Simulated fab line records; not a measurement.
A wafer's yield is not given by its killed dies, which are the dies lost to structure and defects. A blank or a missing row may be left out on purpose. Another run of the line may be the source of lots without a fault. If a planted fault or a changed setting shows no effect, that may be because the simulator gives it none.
The tool behind it: which one? || flow nand_harc || 40 wafers from 14 lots sampled at 4 of the route's 1302 steps

WHAT THE GAUGES READ, wafer by wafer
NHARC_A_ONON_D1_THK_MEAS_02: measures by ellipsometry. Usual: thk_nm at 1003 nm, with a standard deviation of 11.
{"lot": "L698", "measured": "day 7 23:38", "on": "film_metro-01", "thk_nm (nm)": "1003 1006 1005", "flag": ""}
{"lot": "L699", "measured": "day 7 23:38", "on": "film_metro-02", "thk_nm (nm)": "1022 1022 1025", "flag": ""}
{"lot": "L700", "measured": "day 8 19:06", "on": "film_metro-01", "thk_nm (nm)": "990 992 992", "flag": ""}
{"lot": "L701", "measured": "day 8 19:06", "on": "film_metro-02", "thk_nm (nm)": "989 991 993", "flag": ""}
{"lot": "L704", "measured": "day 10 04:01", "on": "film_metro-01", "thk_nm (nm)": "1003 1002", "flag": ""}
{"lot": "L705", "measured": "day 10 13:46", "on": "film_metro-02", "thk_nm (nm)": "987 987", "flag": ""}
{"lot": "L713", "measured": "day 13 18:25", "on": "film_metro-02", "thk_nm (nm)": "984 983 984", "flag": ""}
{"lot": "L714", "measured": "day 14 06:19", "on": "film_metro-02", "thk_nm (nm)": "997 994 996", "flag": ""}
{"lot": "L715", "measured": "day 14 17:33", "on": "film_metro-02", "thk_nm (nm)": "1024 1023 1023", "flag": ""}
{"lot": "L716", "measured": "day 15 04:34", "on": "film_metro-01", "thk_nm (nm)": "991 991 989", "flag": ""}
{"lot": "L717", "measured": "day 15 13:48", "on": "film_metro-01", "thk_nm (nm)": "1018 1015 1014", "flag": ""}
{"lot": "L718", "measured": "day 16 16:12", "on": "film_metro-01", "thk_nm (nm)": "1006 1007 1005", "flag": ""}
{"lot": "L719", "measured": "day 16 21:03", "on": "film_metro-01", "thk_nm (nm)": "992 990 991", "flag": ""}
{"lot": "L721", "measured": "day 17 18:06", "on": "film_metro-01", "thk_nm (nm)": "1007 1008 1008", "flag": ""}

NHARC_A_ONON_D1_THK_MEAS_30: measures by ellipsometry. Usual: thk_nm at 1001 nm, with a standard deviation of 8.7.
{"lot": "L698", "measured": "day 8 11:56", "on": "film_metro-01", "thk_nm (nm)": "1008 1010 1009", "flag": ""}
{"lot": "L699", "measured": "day 8 11:57", "on": "film_metro-02", "thk_nm (nm)": "1007 1006 1005", "flag": ""}
{"lot": "L700", "measured": "day 9 07:20", "on": "film_metro-01", "thk_nm (nm)": "1005 1007 1006", "flag": ""}
{"lot": "L701", "measured": "day 9 07:33", "on": "film_metro-01", "thk_nm (nm)": "1013 1012 1013", "flag": ""}
{"lot": "L704", "measured": "day 10 16:13", "on": "film_metro-02", "thk_nm (nm)": "1542 1542", "flag": "OFF"}
{"lot": "L705", "measured": "day 11 03:02", "on": "film_metro-01", "thk_nm (nm)": "1550 1014", "flag": "OFF"}
{"lot": "L713", "measured": "day 14 07:23", "on": "film_metro-02", "thk_nm (nm)": "987 990 988", "flag": ""}
{"lot": "L714", "measured": "day 14 19:47", "on": "film_metro-02", "thk_nm (nm)": "1002 1002 1002", "flag": ""}
{"lot": "L715", "measured": "day 15 05:55", "on": "film_metro-01", "thk_nm (nm)": "1002 1002 1003", "flag": ""}
{"lot": "L716", "measured": "day 15 16:56", "on": "film_metro-02", "thk_nm (nm)": "1011 1009 1008", "flag": ""}
{"lot": "L717", "measured": "day 16 06:04", "on": "film_metro-01", "thk_nm (nm)": "1002 1001 1003", "flag": ""}
{"lot": "L718", "measured": "day 17 05:08", "on": "film_metro-01", "thk_nm (nm)": "1000 998 1000", "flag": ""}
{"lot": "L719", "measured": "day 17 12:45", "on": "film_metro-01", "thk_nm (nm)": "1012 1014 1015", "flag": ""}
{"lot": "L721", "measured": "day 18 06:28", "on": "film_metro-02", "thk_nm (nm)": "1000 1002 1000", "flag": ""}

WHAT TOOL EACH LOT RAN ON (gives the tool, then ch and the chambers of the sampled wafers, and finally the start)
{"lot": "L698", "NHARC_A_ZERO_WELL_DESCUM_12": "rie_diel-04 ch 0,1,2, day 6 23:44", "NHARC_A_ONON_D1_DEP_28": "pecvd_onon-01 ch 0, day 8 11:29"}
{"lot": "L699", "NHARC_A_ZERO_WELL_DESCUM_12": "rie_diel-04 ch 1,2,3, day 7 02:03", "NHARC_A_ONON_D1_DEP_28": "pecvd_onon-03 ch 0, day 8 11:29"}
{"lot": "L700", "NHARC_A_ZERO_WELL_DESCUM_12": "rie_diel-03 ch 1,3, day 7 19:29", "NHARC_A_ONON_D1_DEP_28": "pecvd_onon-03 ch 0, day 9 06:50"}
{"lot": "L701", "NHARC_A_ZERO_WELL_DESCUM_12": "rie_diel-03 ch 1,2, day 7 20:46", "NHARC_A_ONON_D1_DEP_28": "pecvd_onon-01 ch 0, day 9 07:06"}
{"lot": "L704", "NHARC_A_ZERO_WELL_DESCUM_12": "rie_diel-04 ch 1,3, day 9 06:13", "NHARC_A_ONON_D1_DEP_28": "pecvd_onon-01 ch 0, day 10 15:41"}
{"lot": "L705", "NHARC_A_ZERO_WELL_DESCUM_12": "rie_diel-02 ch 1,2, day 9 13:08", "NHARC_A_ONON_D1_DEP_28": "pecvd_onon-01 ch 0, day 11 02:35"}
{"lot": "L713", "NHARC_A_ZERO_WELL_DESCUM_12": "rie_diel-04 ch 0,2,3, day 12 20:51", "NHARC_A_ONON_D1_DEP_28": "pecvd_onon-03 ch 0, day 14 06:52"}
{"lot": "L714", "NHARC_A_ZERO_WELL_DESCUM_12": "rie_diel-03 ch 0,2, day 13 06:56", "NHARC_A_ONON_D1_DEP_28": "pecvd_onon-04 ch 0, day 14 19:23"}
{"lot": "L715", "NHARC_A_ZERO_WELL_DESCUM_12": "rie_diel-04 ch 0,1,3, day 13 18:49", "NHARC_A_ONON_D1_DEP_28": "pecvd_onon-01 ch 0, day 15 05:28"}
{"lot": "L716", "NHARC_A_ZERO_WELL_DESCUM_12": "rie_diel-03 ch 2,3, day 14 07:21", "NHARC_A_ONON_D1_DEP_28": "pecvd_onon-03 ch 0, day 15 16:25"}
{"lot": "L717", "NHARC_A_ZERO_WELL_DESCUM_12": "rie_diel-03 ch 0,2,3, day 14 15:32", "NHARC_A_ONON_D1_DEP_28": "pecvd_onon-03 ch 0, day 16 05:33"}
{"lot": "L718", "NHARC_A_ZERO_WELL_DESCUM_12": "rie_diel-03 ch 1,2,3, day 15 17:59", "NHARC_A_ONON_D1_DEP_28": "pecvd_onon-01 ch 0, day 17 04:37"}
{"lot": "L719", "NHARC_A_ZERO_WELL_DESCUM_12": "rie_diel-02 ch 0,2,3, day 15 23:11", "NHARC_A_ONON_D1_DEP_28": "pecvd_onon-04 ch 0, day 17 12:14"}
{"lot": "L721", "NHARC_A_ZERO_WELL_DESCUM_12": "rie_diel-03 ch 0,1, day 16 20:25", "NHARC_A_ONON_D1_DEP_28": "pecvd_onon-04 ch 0, day 18 05:56"}
- NHARC_A_ZERO_WELL_DESCUM_12: chemistry O2, time 3 s.
- NHARC_A_ONON_D1_DEP_28: target thk 1000 nm.

WHAT THE TOOLS THEMSELVES READ (means of the sampled wafers that have a number; where no wafer has one, the mark that the record gives instead)
NHARC_A_ZERO_WELL_DESCUM_12. Usual: drypump_motor_current_A 5.69 A, standard deviation 0.24; oes_product_au 1.001 a.u., standard deviation 0.0087; rf_vpp_V 57.6 V, standard deviation 0.91; showerhead_plenum_p_Torr 1.89 Torr, standard deviation 0.087; throttle_valve_pct 11.311 %, standard deviation 0.0083.
{"lot": "L698", "tool": "rie_diel-04", "drypump_motor_current_A (A)": 5.64, "oes_product_au (a.u.)": 1.011, "rf_vpp_V (V)": 58.1, "showerhead_plenum_p_Torr (Torr)": 2.04, "throttle_valve_pct (%)": 11.309, "flag": ""}
{"lot": "L699", "tool": "rie_diel-04", "drypump_motor_current_A (A)": 5.68, "oes_product_au (a.u.)": 1.004, "rf_vpp_V (V)": 58.3, "showerhead_plenum_p_Torr (Torr)": 2.00, "throttle_valve_pct (%)": 11.311, "flag": ""}
{"lot": "L700", "tool": "rie_diel-03", "drypump_motor_current_A (A)": 5.63, "oes_product_au (a.u.)": 0.997, "rf_vpp_V (V)": 57.5, "showerhead_plenum_p_Torr (Torr)": 1.84, "throttle_valve_pct (%)": 11.310, "flag": ""}
{"lot": "L701", "tool": "rie_diel-03", "drypump_motor_current_A (A)": 5.88, "oes_product_au (a.u.)": 1.001, "rf_vpp_V (V)": 57.9, "showerhead_plenum_p_Torr (Torr)": 1.89, "throttle_valve_pct (%)": 11.314, "flag": ""}
{"lot": "L704", "tool": "rie_diel-04", "drypump_motor_current_A (A)": 5.72, "oes_product_au (a.u.)": 0.992, "rf_vpp_V (V)": 58.8, "showerhead_plenum_p_Torr (Torr)": 1.97, "throttle_valve_pct (%)": 11.318, "flag": ""}
{"lot": "L705", "tool": "rie_diel-02", "drypump_motor_current_A (A)": 5.50, "oes_product_au (a.u.)": 1.003, "rf_vpp_V (V)": 58.1, "showerhead_plenum_p_Torr (Torr)": 1.84, "throttle_valve_pct (%)": 11.316, "flag": ""}
{"lot": "L713", "tool": "rie_diel-04", "drypump_motor_current_A (A)": 5.77, "oes_product_au (a.u.)": 1.000, "rf_vpp_V (V)": 57.9, "showerhead_plenum_p_Torr (Torr)": 1.98, "throttle_valve_pct (%)": 11.312, "flag": ""}
{"lot": "L714", "tool": "rie_diel-03", "drypump_motor_current_A (A)": 5.80, "oes_product_au (a.u.)": 1.001, "rf_vpp_V (V)": 57.8, "showerhead_plenum_p_Torr (Torr)": 1.87, "throttle_valve_pct (%)": 11.314, "flag": ""}
{"lot": "L715", "tool": "rie_diel-04", "drypump_motor_current_A (A)": 5.73, "oes_product_au (a.u.)": 1.003, "rf_vpp_V (V)": 57.8, "showerhead_plenum_p_Torr (Torr)": 1.98, "throttle_valve_pct (%)": 11.299, "flag": ""}
{"lot": "L716", "tool": "rie_diel-03", "drypump_motor_current_A (A)": 5.90, "oes_product_au (a.u.)": 0.990, "rf_vpp_V (V)": 57.4, "showerhead_plenum_p_Torr (Torr)": 1.86, "throttle_valve_pct (%)": 11.323, "flag": ""}
{"lot": "L717", "tool": "rie_diel-03", "drypump_motor_current_A (A)": 5.69, "oes_product_au (a.u.)": 1.001, "rf_vpp_V (V)": 58.3, "showerhead_plenum_p_Torr (Torr)": 1.84, "throttle_valve_pct (%)": 11.301, "flag": ""}
{"lot": "L718", "tool": "rie_diel-03", "drypump_motor_current_A (A)": 5.76, "oes_product_au (a.u.)": 0.997, "rf_vpp_V (V)": 57.5, "showerhead_plenum_p_Torr (Torr)": 1.85, "throttle_valve_pct (%)": 11.309, "flag": ""}
{"lot": "L719", "tool": "rie_diel-02", "drypump_motor_current_A (A)": 5.75, "oes_product_au (a.u.)": 1.000, "rf_vpp_V (V)": 57.1, "showerhead_plenum_p_Torr (Torr)": 1.88, "throttle_valve_pct (%)": 11.315, "flag": ""}
{"lot": "L721", "tool": "rie_diel-03", "drypump_motor_current_A (A)": 5.46, "oes_product_au (a.u.)": 1.007, "rf_vpp_V (V)": 57.0, "showerhead_plenum_p_Torr (Torr)": 1.83, "throttle_valve_pct (%)": 11.312, "flag": ""}

NHARC_A_ONON_D1_DEP_28. Usual: n2_flow_sccm 2750 sccm, standard deviation 7.7; susceptor_temp_C 399.99 C, standard deviation 0.21.
{"lot": "L698", "tool": "pecvd_onon-01", "n2_flow_sccm (sccm)": 2751, "susceptor_temp_C (C)": 399.59, "flag": ""}
{"lot": "L699", "tool": "pecvd_onon-03", "n2_flow_sccm (sccm)": 2756, "susceptor_temp_C (C)": 400.17, "flag": ""}
{"lot": "L700", "tool": "pecvd_onon-03", "n2_flow_sccm (sccm)": 2748, "susceptor_temp_C (C)": 400.06, "flag": ""}
{"lot": "L701", "tool": "pecvd_onon-01", "n2_flow_sccm (sccm)": 2744, "susceptor_temp_C (C)": 400.08, "flag": ""}
{"lot": "L704", "tool": "pecvd_onon-01", "n2_flow_sccm (sccm)": 2750, "susceptor_temp_C (C)": 399.69, "flag": ""}
{"lot": "L705", "tool": "pecvd_onon-01", "n2_flow_sccm (sccm)": 2754, "susceptor_temp_C (C)": 399.98, "flag": ""}
{"lot": "L713", "tool": "pecvd_onon-03", "n2_flow_sccm (sccm)": 2747, "susceptor_temp_C (C)": 399.96, "flag": ""}
{"lot": "L714", "tool": "pecvd_onon-04", "n2_flow_sccm (sccm)": 2744, "susceptor_temp_C (C)": 400.08, "flag": ""}
{"lot": "L715", "tool": "pecvd_onon-01", "n2_flow_sccm (sccm)": 2750, "susceptor_temp_C (C)": 400.03, "flag": ""}
{"lot": "L716", "tool": "pecvd_onon-03", "n2_flow_sccm (sccm)": 2746, "susceptor_temp_C (C)": 400.12, "flag": ""}
{"lot": "L717", "tool": "pecvd_onon-03", "n2_flow_sccm (sccm)": 2755, "susceptor_temp_C (C)": 399.94, "flag": ""}
{"lot": "L718", "tool": "pecvd_onon-01", "n2_flow_sccm (sccm)": 2754, "susceptor_temp_C (C)": 399.91, "flag": ""}
{"lot": "L719", "tool": "pecvd_onon-04", "n2_flow_sccm (sccm)": 2746, "susceptor_temp_C (C)": 400.19, "flag": ""}
{"lot": "L721", "tool": "pecvd_onon-04", "n2_flow_sccm (sccm)": 2750, "susceptor_temp_C (C)": 399.85, "flag": ""}

THE ANSWER, worked out from the rows above alone
Rule: lot off if the mean of its wafers having a number is beyond 3 standard deviations from the usual mean. A lot without any number at a reading at which 4 lots or more have one is off too. The other lots that the step has rows for count as sound. Order of review: gauges by route order, followed by the tools' own readings, for which a lot's mean as printed above is used. The first step at which some lot is off is used, and at that step the reading that is off furthest; a lot without a number counts as furthest.
Off at NHARC_A_ONON_D1_THK_MEAS_30 (thk_nm): L704, L705.
If a tool, at a process step before that reading, ran all the lots that are off and no sound lot after the first of them, it fits. Those tools and the gauges at NHARC_A_ONON_D1_THK_MEAS_30 are tried in the same way. Of those tried, none fits.

WHAT THE SIMULATOR HAD INSERTED
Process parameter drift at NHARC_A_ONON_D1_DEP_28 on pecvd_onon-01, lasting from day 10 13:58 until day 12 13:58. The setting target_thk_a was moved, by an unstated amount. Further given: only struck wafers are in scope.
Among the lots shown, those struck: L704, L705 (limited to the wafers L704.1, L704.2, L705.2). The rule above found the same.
